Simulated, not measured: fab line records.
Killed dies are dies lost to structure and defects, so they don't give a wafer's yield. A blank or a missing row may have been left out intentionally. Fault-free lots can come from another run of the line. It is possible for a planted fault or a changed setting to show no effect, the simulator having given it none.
A lot that was struck, set against a sound lot	flow nand harc	14 out of 1302 route steps
Sound: the wafers L688.1, L688.3, L688.5. The struck wafers were L678.1, L678.5, L678.6. The cause is given at the end.
For every step that has rows: the tool of each side, followed by ch and its chambers, followed by its first start. Under that, the readings that differ: sound wafers	struck wafers	difference of the means	sigmas: that difference in standard deviations of wafers without a fault.
alike: words and numbers the same on both sides, and readings whose means are apart by under 2 such deviations; not compared: readings that were withheld, readings missing a value for some wafer, numbers with overlapping values and no deviation given by the record, and bounds like >300 which may hide the same value.
Wherever a step has rows on one side only, a row that says differs or no value, or a row with sigmas, the two part there. Numbers that have no deviation but don't overlap get no sigmas and don't part them. A reading that every wafer of one side lacks parts them only if that side has two wafers or more.

NHARC_P_GATE_DESCUM_61: chemistry O2, time 3 s.
  sound on rie diel-10 ch 1,2,3, day 13 09:35; struck on rie diel-07 ch 0,2,3, day 9 17:38
reading	sound	struck	difference	sigmas
showerhead plenum p Torr (Torr)	1.78 1.79 1.78	1.96 1.90 1.93	+0.15	+2
  alike: drypump motor current A, o2 flow sccm, oes product au, rf vpp V, throttle valve pct
  not compared: rf hours counter h
then, 1 step without rows for these wafers: NHARC_P_GATE_IMPLANT_62.
NHARC_P_GATE_STRIP_112: strips in N2/H2, time 200 s.
  sound on plasma asher-01 ch 0, day 13 10:00; struck on plasma asher-02 ch 0,1, day 9 17:58
  alike: drypump motor current A, heater power w
  not compared: rf hours counter h
NHARC_P_GATE_STRIP_76: strips in O2.
  sound on plasma asher-01 ch 0, day 13 10:14; struck on plasma asher-02 ch 0,1, day 9 18:14
  alike: drypump motor current A, heater power w
  not compared: rf hours counter h
then, 8 steps without rows for these wafers: NHARC_P_GATE_STRIP_63 (strips in SPM, time 900 s); NHARC_P_GATE_DEHYDRATE_83 (time 120 s); NHARC_P_GATE_HMDS_84 (time 30 s); NHARC_P_GATE_COAT_85; NHARC_P_GATE_SOFTBAKE_86 (time 95 s); NHARC_P_GATE_EBR_87; NHARC_P_GATE_EXPOSE_88 (exposes mask P HVN, target cd 2000 nm); NHARC_P_GATE_PEB_89 (peb time 85 s).
NHARC_P_GATE_DEVELOP_90: time 70 s.
  sound on litho track-02 ch 0, day 13 11:00; struck on litho track-03, day 9 19:00
  no value came back on the struck wafers for chill plate temp C (C), exhaust pa (Pa); on the sound wafers chill plate temp C (C) reads 22.85 22.88 22.96
NHARC_P_GATE_CD_MEAS_91: the cd target is 2000 nm.
  sound on cd sem-01 ch 0, day 13 11:10; struck on cd sem-01 ch 0, day 9 19:09
  alike: cd nm

## WHERE THEY PART
Earliest at NHARC_P_GATE_DESCUM_61; latest, in this record, at NHARC_P_GATE_DEVELOP_90. Later steps at which nothing parts them and some readings are alike: NHARC_P_GATE_CD_MEAS_91.

WHY: what the simulator had put in
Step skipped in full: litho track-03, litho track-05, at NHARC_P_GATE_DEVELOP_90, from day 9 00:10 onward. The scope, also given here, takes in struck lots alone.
